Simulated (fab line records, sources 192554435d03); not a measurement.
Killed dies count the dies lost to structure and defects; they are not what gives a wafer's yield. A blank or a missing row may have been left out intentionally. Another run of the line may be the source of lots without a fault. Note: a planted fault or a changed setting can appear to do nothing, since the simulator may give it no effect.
Chamber matching || flow n5 finfet || N5_BEOL_M7_STRIP_67 on rie diel-06 has 4 sister chambers
The step strips in CF4. 8 wafers are shown with their chamber, then 8 later ones without.

== WAFERS WITH THEIR CHAMBER ==
{"wafer": "L077.3", "chamber": 0, "drypump motor current A (A)": 5.2, "throttle valve pct (%)": 13.50}
{"wafer": "L079.1", "chamber": 0, "drypump motor current A (A)": 5.2, "throttle valve pct (%)": 13.52}
{"wafer": "L079.4", "chamber": 2, "drypump motor current A (A)": 6.0, "throttle valve pct (%)": 13.92}
{"wafer": "L079.6", "chamber": 1, "drypump motor current A (A)": 5.7, "throttle valve pct (%)": 13.89}
{"wafer": "L078.2", "chamber": 2, "drypump motor current A (A)": 6.1, "throttle valve pct (%)": 13.93}
{"wafer": "L078.3", "chamber": 1, "drypump motor current A (A)": 5.7, "throttle valve pct (%)": 13.90}
{"wafer": "L078.6", "chamber": 3, "drypump motor current A (A)": 6.2, "throttle valve pct (%)": 13.36}
{"wafer": "L080.4", "chamber": 3, "drypump motor current A (A)": 6.2, "throttle valve pct (%)": 13.37}

== WAFERS WITHOUT THEIR CHAMBER ==
{"wafer": "L080.5", "drypump motor current A (A)": 5.7, "throttle valve pct (%)": 13.90}
{"wafer": "L080.6", "drypump motor current A (A)": 6.0, "throttle valve pct (%)": 13.91}
{"wafer": "L081.3", "drypump motor current A (A)": 6.2, "throttle valve pct (%)": 13.39}
{"wafer": "L081.5", "drypump motor current A (A)": 6.1, "throttle valve pct (%)": 13.94}
{"wafer": "L081.6", "drypump motor current A (A)": 6.2, "throttle valve pct (%)": 13.38}
{"wafer": "L093.1", "drypump motor current A (A)": 6.2, "throttle valve pct (%)": 13.43}
{"wafer": "L093.3", "drypump motor current A (A)": 5.2, "throttle valve pct (%)": 13.58}
{"wafer": "L093.4", "drypump motor current A (A)": 6.0, "throttle valve pct (%)": 13.42}

== EACH ONE'S CHAMBER ==
{"wafer": "L080.5", "from the rows above": 1, "in truth": 1}
{"wafer": "L080.6", "from the rows above": 2, "in truth": 2}
{"wafer": "L081.3", "from the rows above": 3, "in truth": 3}
{"wafer": "L081.5", "from the rows above": 2, "in truth": 2}
{"wafer": "L081.6", "from the rows above": 3, "in truth": 3}
{"wafer": "L093.1", "from the rows above": 3, "in truth": 3}
{"wafer": "L093.3", "from the rows above": 0, "in truth": 0}
{"wafer": "L093.4", "from the rows above": 3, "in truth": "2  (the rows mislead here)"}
Correctly placed: 7 of 8. Number that these rows cannot place: 0. 1 placed wrongly.
How it was worked out, from the rows above alone: a wafer's distance from a chamber is the root of the sum, over the readings, of the square of ((its reading less the chamber's mean) divided by the reading's scatter). The wafer belongs to the nearest chamber; if the next one is less than 2 further off, it can't be placed. The mean given for a chamber averages the wafers shown for that chamber. The scatter: take each reading less its chamber's mean, square it, sum over the shown wafers, divide by the number of wafers less the number of chambers, and take the root.
